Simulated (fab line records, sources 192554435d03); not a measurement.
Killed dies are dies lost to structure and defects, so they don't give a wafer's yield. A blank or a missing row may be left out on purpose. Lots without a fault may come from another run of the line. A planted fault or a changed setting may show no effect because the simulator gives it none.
Which tool did it? | flow n5_finfet | 10 lots, 28 wafers sampled, at 5 steps of a route of 1938

WHAT THE GAUGES READ, wafer by wafer
N5_BEOL_M4_RC_MEAS_101.
lot  | measured     | on        | DIBL_N (mV/V)
L193 | day 7 23:18  | prober-02 | 40.3 37.1 43.8
L194 | day 8 02:19  | prober-02 | 37.4 36.8 39.6
L198 | day 9 09:13  | prober-01 | 36.5 34.8 40.1
L199 | day 9 08:11  | prober-02 | 35.3 38.5 39.3
L202 | day 10 06:52 | prober-02 | 35.7 41.2
L203 | day 10 09:41 | prober-01 | 34.9 34.1 34.6
L204 | day 10 19:25 | prober-01 | 37.4 37.1
L208 | day 12 11:37 | prober-01 | 36.8 39.9 36.6
L214 | day 13 20:28 | prober-01 | 37.8 38.4 40.4
L215 | day 14 07:43 | prober-02 | 37.7 40.0 35.8

WHICH TOOL RAN EACH LOT (tool, then ch and the chambers of the sampled wafers, then the start)
lot  | N5_FIN_SAQP_ETCH_69               | N5_FIN_SAQP_RECESS_71             | N5_FIN_SAQP_HM_OPEN_33            | N5_FIN_SAQP_HM_CD_35
L193 | rie_diel-03 ch 1,2,3, day 2 00:32 | vapor_etch-01 ch 0,1, day 2 00:42 | rie_diel-01 ch 0,3, day 2 01:23   | cd_sem-01, day 2 01:36
L194 | rie_diel-05 ch 0,1,2, day 2 07:58 | vapor_etch-01 ch 0,1, day 2 08:10 | rie_diel-03 ch 2,3, day 2 08:53   | cd_sem-03, day 2 09:07
L198 | rie_diel-01 ch 2,3, day 3 08:13   | vapor_etch-01 ch 0,1, day 3 08:23 | rie_diel-05 ch 1,2,3, day 3 10:40 | cd_sem-02, day 3 10:53
L199 | rie_diel-01 ch 1,3, day 3 14:40   | vapor_etch-02 ch 0,1, day 3 14:49 | rie_diel-01 ch 0,1, day 3 17:01   | cd_sem-03, day 3 17:14
L202 | rie_diel-05 ch 0,1, day 4 06:56   | vapor_etch-02 ch 0,1, day 4 07:08 | rie_diel-05 ch 0,1, day 4 07:49   | cd_sem-02, day 4 08:01
L203 | rie_diel-05 ch 0,1, day 4 13:13   | vapor_etch-01 ch 0,1, day 4 13:25 | rie_diel-05 ch 1,2,3, day 4 14:05 | cd_sem-02, day 4 14:19
L204 | rie_diel-05 ch 1, day 4 20:31     | vapor_etch-01 ch 0,1, day 4 20:41 | rie_diel-05 ch 0,3, day 4 21:36   | cd_sem-03, day 4 21:49
L208 | rie_diel-03 ch 2,3, day 5 19:27   | vapor_etch-01 ch 0,1, day 5 19:39 | rie_diel-03 ch 0,1,3, day 5 20:20 | cd_sem-03, day 5 20:33
L214 | rie_diel-01 ch 0,1, day 7 07:22   | vapor_etch-02 ch 0,1, day 7 07:32 | rie_diel-05 ch 0,3, day 7 09:09   | cd_sem-02, day 7 09:22
L215 | rie_diel-01 ch 1,2,3, day 7 13:27 | vapor_etch-01 ch 0,1, day 7 13:37 | rie_diel-03 ch 0,2,3, day 7 14:32 | cd_sem-02, day 7 14:44
- N5_FIN_SAQP_ETCH_69: etches SOC in N2/H2, stops on SiNx, target depth 150 nm.
- N5_FIN_SAQP_RECESS_71: chemistry HF/NH3, target SiO2, target depth 3 nm, afs cycles 1, sublimation time 60 s.
- N5_FIN_SAQP_HM_OPEN_33: chemistry CH3F/O2, target SiNx, target depth 49.4 nm, time 70.6 s.
- N5_FIN_SAQP_HM_CD_35: target cd 8 nm.

THE ANSWER, worked out from the rows above alone
Rule: what is usual is taken from the lots themselves. Put in order of their means at a reading, lots are off if they are a third of the lots or fewer, leave a main group of 4 or more, and stand apart from it by a gap of 3 or more times the standard deviation of the main group's means; of several such gaps the widest counts. A main group whose means are all the same, to the digits that the tables above print for the reading, isn't used. A lot without any number at a reading at which 4 lots or more have one is off too. The other lots that the step has rows for count as sound.
No lot is off at any reading shown: from this, nothing can be told.

WHAT THE SIMULATOR HAD PUT IN
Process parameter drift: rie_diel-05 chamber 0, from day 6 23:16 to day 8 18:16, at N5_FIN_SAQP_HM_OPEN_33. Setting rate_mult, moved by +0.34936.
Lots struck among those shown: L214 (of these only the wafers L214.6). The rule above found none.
